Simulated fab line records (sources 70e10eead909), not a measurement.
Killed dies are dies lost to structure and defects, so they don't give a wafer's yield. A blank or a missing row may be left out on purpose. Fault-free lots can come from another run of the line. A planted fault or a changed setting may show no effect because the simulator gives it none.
Comparing a struck lot with a sound one + flow nand-harc + 15 out of 1302 route steps
Sound: wafers L422.3, L422.5, L422.6. Struck: wafer L424.6 (left out: L424.1, L424.5 of the same lot, which were not struck); the cause appears at the end.
Order at every step that has rows: each side's tool, ch and its chambers, its first start. Under that, the readings that differ: sound wafers + struck wafers + difference of the means + sigmas: that difference in standard deviations of wafers without a fault.
alike: readings whose means differ by less than 2 such deviations, and words and numbers that are the same on both sides. not compared: withheld readings, readings that some wafer has no value for, bounds like >300 that may hide the same value, and numbers for which the record gives no deviation and whose values overlap.
Wherever a step has rows on one side only, a row that says differs or no value, or a row with sigmas, the two part there. Numbers that have no deviation but don't overlap get no sigmas and don't part them. Lack of a reading on every wafer of one side parts them only where that side has two or more wafers.

first, 4 steps without rows for these wafers: NHARC_P_CONTACT_EBR_08; NHARC_P_CONTACT_EXPOSE_09 (exposes mask P CA, target cd 90 nm); NHARC_P_CONTACT_PEB_10 (peb time 65 s); NHARC_P_CONTACT_DEVELOP_11 (develop time 35 s).
NHARC_P_CONTACT_CD_MEAS_12 targets a cd of 90 nm.
  sound on cd-sem-01 ch 0, day 7 05:04; struck on cd-sem-03 ch 0, day 7 20:57
| reading    | sound          | struck | difference | sigmas |
|------------|----------------|--------|------------|--------|
| cd-nm (nm) | 90.6 89.7 90.4 | 88.5   | -1.7       | -2     |
NHARC_P_CONTACT_OVL_MEAS_13:
  struck on overlay-01, day 7 21:02; sound on overlay-02, day 7 05:08
  alike: overlay-x-nm, overlay-y-nm
NHARC_P_CONTACT_INSPECT_14:
  struck on defect-inspect-01, day 7 21:04; sound on defect-inspect-02, day 7 05:11
| reading          | sound | struck | difference | sigmas |
|------------------|-------|--------|------------|--------|
| raw-defect-count | 3 3 2 | 10     | +7         | +3     |
NHARC_P_CONTACT_DESCUM_17: chemistry O2, time 3 s.
  sound on rie-diel-04 ch 0,1,3, day 7 05:15; struck on rie-diel-04 ch 1, day 7 21:10
  alike: chamber-pressure-mTorr, drypump-motor-current-A, oes-product-au, rf-vpp-V, showerhead-plenum-p-Torr, throttle-valve-pct
  not compared: rf-hours-counter-h
NHARC_P_CONTACT_ETCH_35: etches the open film in CF4, target depth 39 nm, time 65 s.
  sound on rie-diel-04 ch 0,1,3, day 7 05:20; struck on rie-diel-04 ch 2, day 7 21:14
  alike: chamber-pressure-mTorr, drypump-motor-current-A, oes-product-au, rf-vpp-V, showerhead-plenum-p-Torr, throttle-valve-pct
  not compared: rf-hours-counter-h
NHARC_P_CONTACT_ETCH_36: etches the open film in N2/H2, target depth 260 nm, time 406.25 s.
  sound: rie-diel-04 ch 1,2,3; struck: rie-diel-04 ch 3
  alike: chamber-pressure-mTorr, drypump-motor-current-A, oes-product-au, rf-vpp-V, showerhead-plenum-p-Torr, throttle-valve-pct
  not compared: rf-hours-counter-h
NHARC_P_CONTACT_ETCH_18: etches the open film in C4F8/O2/Ar, target depth 481 nm, time 240.5 s.
  sound: rie-diel-04 ch 1,2; struck: rie-diel-04 ch 3
  alike: chamber-pressure-mTorr, oes-product-au, rf-vpp-V
  not compared: rf-hours-counter-h
then, 1 step without rows for these wafers: NHARC_P_CONTACT_STRIP_37 (strips in C4F8/O2/Ar).
NHARC_P_CONTACT_ETCH_31: etches the open film in CH3F/O2, target depth 30 nm, time 85.7 s.
  sound on rie-diel-04 ch 1,2,3, day 7 06:00; struck on rie-diel-04 ch 2, day 7 21:54
| reading               | sound             | struck | difference | sigmas |
|-----------------------|-------------------|--------|------------|--------|
| oes-product-au (a.u.) | 1.009 0.972 0.992 | 0.655  | -0.336     | -22    |
  alike: chamber-pressure-mTorr, drypump-motor-current-A, rf-vpp-V, showerhead-plenum-p-Torr, throttle-valve-pct
  not compared: rf-hours-counter-h
NHARC_P_CONTACT_CD_MEAS_19:
  struck on cd-sem-01, day 7 22:00; sound on cd-sem-03, day 7 06:07
  alike: cd-nm
-- break in the record here, with 18 days between the starts of the struck wafers on either side (left off in module P_CONTACT, picked up again in module END, where the first step shown is number 1302 on the route) --
NHARC_END_SORT_01:
  only the struck wafers appear in the record here, on prober-01 ch 0 at day 26 09:32; the sound ones have no rows

WHERE THEY PART
At NHARC_P_CONTACT_CD_MEAS_12 first; at NHARC_END_SORT_01 last (within this record only).

WHY: the cause the simulator had injected
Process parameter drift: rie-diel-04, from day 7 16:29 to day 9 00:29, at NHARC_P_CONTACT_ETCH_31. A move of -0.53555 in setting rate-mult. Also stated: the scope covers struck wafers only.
